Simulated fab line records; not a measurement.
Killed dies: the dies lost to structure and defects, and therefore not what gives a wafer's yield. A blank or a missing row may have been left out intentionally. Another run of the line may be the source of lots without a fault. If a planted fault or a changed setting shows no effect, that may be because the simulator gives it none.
Matching of chambers    flow nand-harc    4 sister chambers for NHARC_P_M0_STRIP_18 on rie-diel-04
The step strips in N2/H2. 4 wafers are shown with their chamber, then 8 later ones without.

## WAFERS WITH THEIR CHAMBER
wafer   chamber  showerhead-plenum-p-Torr (Torr)
L085.5  1        2.13
L084.4  0        2.08
L084.5  2        1.90
L092.1  3        1.93

## WAFERS MISSING THEIR CHAMBER
wafer   showerhead-plenum-p-Torr (Torr)
L092.2  2.08
L092.6  1.90
L093.2  1.89
L093.3  2.12
L093.4  2.07
L096.1  2.12
L096.3  1.92
L096.4  2.07

## EACH ONE'S CHAMBER
wafer   from the rows above      in truth
L092.2  0                        0
L092.6  2                        2
L093.2  2                        2
L093.3  1                        1
L093.4  0                        0
L096.1  1                        1
L096.3  can't be placed: 3 or 2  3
L096.4  0                        0
Correctly placed: 7 of 8. These rows do not allow placing 1 (true chamber among the candidates in 1). Wrongly placed: 0.
How it was worked out, from the rows above alone: a wafer's distance from a chamber is the root of the sum, over the readings, of the square of ((its reading less the chamber's mean) divided by the reading's scatter). If the next closest chamber is less than 2 further off than the closest, the wafer can't be placed; otherwise it belongs to the closest. A chamber's mean is the mean of its shown wafers. The scatter: with one shown wafer a chamber, the root of the mean of the squares of how far each hidden wafer lies from its nearest shown one.
